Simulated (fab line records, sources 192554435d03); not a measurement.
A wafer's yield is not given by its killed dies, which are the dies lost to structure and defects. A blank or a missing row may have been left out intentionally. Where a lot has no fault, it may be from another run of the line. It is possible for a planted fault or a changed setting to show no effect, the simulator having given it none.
Struck lot and sound lot, side by side + flow n5 finfet + 24 steps out of a route of 1938
Sound: these wafers, L719.1, L719.3, L719.6. The struck wafers were L725.2, L725.5, L725.6. The cause is given at the end.
Order at every step that has rows: each side's tool, ch and its chambers, its first start. Under that, the readings that differ: sound wafers + struck wafers + difference of the means + sigmas: that difference in standard deviations of wafers without a fault.
alike: readings whose means differ by less than 2 such deviations, and words and numbers that are the same on both sides. not compared: withheld readings, readings that some wafer has no value for, bounds like >300 that may hide the same value, and numbers for which the record gives no deviation and whose values overlap.
Wherever a step has rows on one side only, a row that says differs or no value, or a row with sigmas, the two part there. Non-overlapping numbers with no deviation appear without sigmas and do not part them. A reading missing from all wafers of one side parts the sides only when that side holds two or more wafers.

first, 8 steps without rows for these wafers: N5_BEOL_M7_ANNEAL_51 (time 90 s); N5_BEOL_M7_CMP_52 (polishes, stops on SiCOH lowk, t overpolish 6.9 s, target thk 80 nm); N5_BEOL_M7_PRE_CLEAN_55 (time 15 s); N5_BEOL_M7_DEP_56 (deposits SiCN from 3MS/NH3, target thk 10 nm, time 17.5 s); N5_BEOL_M8_ILD_DEP_00 (deposits SiCOH lowk from DEMS/porogen, target thk 179.75 nm, time 33.4 s); N5_BEOL_M8_CURE_74 (cures SiCOH lowk, time 240 s); N5_BEOL_M8_PECVD_70 (deposits SiO2 from TEOS/O2, target thk 20 nm, time 22.7 s); N5_BEOL_M8_HM_DEP_02 (deposits TiN, target thk 20 nm).
N5_BEOL_M8_COAT_59: time 60 s, resist thk 100 nm.
  sound on litho track-04 ch 0, day 10 22:35; struck on litho track-04 ch 0, day 12 01:52
| reading                                  | sound                | struck               | difference | sigmas |
|------------------------------------------|----------------------|----------------------|------------|--------|
| spin speed rpm (rpm)                     | 1499.2 1500.3 1499.5 | 1535.7 1536.1 1533.7 | +35.5      | +37    |
| model.SOC_of_BEOL_M8_COAT_59.thk nm (nm) | 100 100 100.2        | 98.2 98.8 98.4       | -1.6       |        |
then, 9 steps without rows for these wafers: N5_BEOL_M8_COAT_60 (time 60 s, resist thk 35 nm); N5_BEOL_M8_COAT_05 (resist thk 90 nm); N5_BEOL_M8_EBR_07; N5_BEOL_M8_SOFTBAKE_06 (time 60 s); N5_BEOL_M8_EXPOSE_08 (exposes mask M8); N5_BEOL_M8_PEB_09 (peb time 60 s); N5_BEOL_M8_DEVELOP_10 (develop time 30 s); N5_BEOL_M8_DESCUM_16 (chemistry O2, time 7.9 s); N5_BEOL_M8_ETCH_61 (etches SiARC in CF4, target depth 45.5 nm, time 75.8 s).
N5_BEOL_M8_ETCH_62: etches SOC in N2/H2, target depth 110 nm, overetch 22 nm, time 165 s.
  sound on rie diel-03 ch 0,3, day 10 23:15; struck on rie diel-01 ch 0,2,3, day 12 02:45
| reading                  | sound             | struck            | difference | sigmas |
|--------------------------|-------------------|-------------------|------------|--------|
| model.etch.depth nm (nm) | 99.95 99.98 100.2 | 98.25 98.71 98.37 | -1.60      |        |
  alike: bias w, drypump motor current A, oes product au, rf fwd power W, rf vpp V, showerhead plenum p Torr, throttle valve pct
  not compared: rf hours counter h
then, 2 steps without rows for these wafers: N5_BEOL_M8_STRIP_68 (strips in N2/H2); N5_BEOL_M8_STRIP_67 (strips in CF4).
N5_BEOL_M8_HM_OPEN_17: chemistry Cl2/BCl3, target TiN, target depth 20 nm, overetch 6 nm.
  sound on rie metal-02 ch 0,1, day 10 23:26; struck on rie metal-02 ch 0,1, day 12 02:56
| reading                                  | sound          | struck       | difference | sigmas |
|------------------------------------------|----------------|--------------|------------|--------|
| model.SOC_of_BEOL_M8_COAT_59.thk nm (nm) | 91.4 92.2 92.4 | 89.8 91 89.8 | -1.8       |        |
  alike: bias w, drypump motor current A, oes product au, rf fwd power W, throttle valve pct
  not compared: rf hours counter h
then, 1 step without rows for these wafers: N5_BEOL_M8_STRIP_19 (strips in O2).
N5_PASSIVATION_PROBE_49:
  rows exist in the record for the sound wafers here (prober-01, day 14 10:07), none for the struck ones

WHERE THEY PART
First at N5_BEOL_M8_COAT_59; last, within this record, at N5_PASSIVATION_PROBE_49.

WHY: what the simulator had put in
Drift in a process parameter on litho track-04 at N5_BEOL_M8_COAT_59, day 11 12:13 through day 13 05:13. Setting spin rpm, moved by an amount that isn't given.
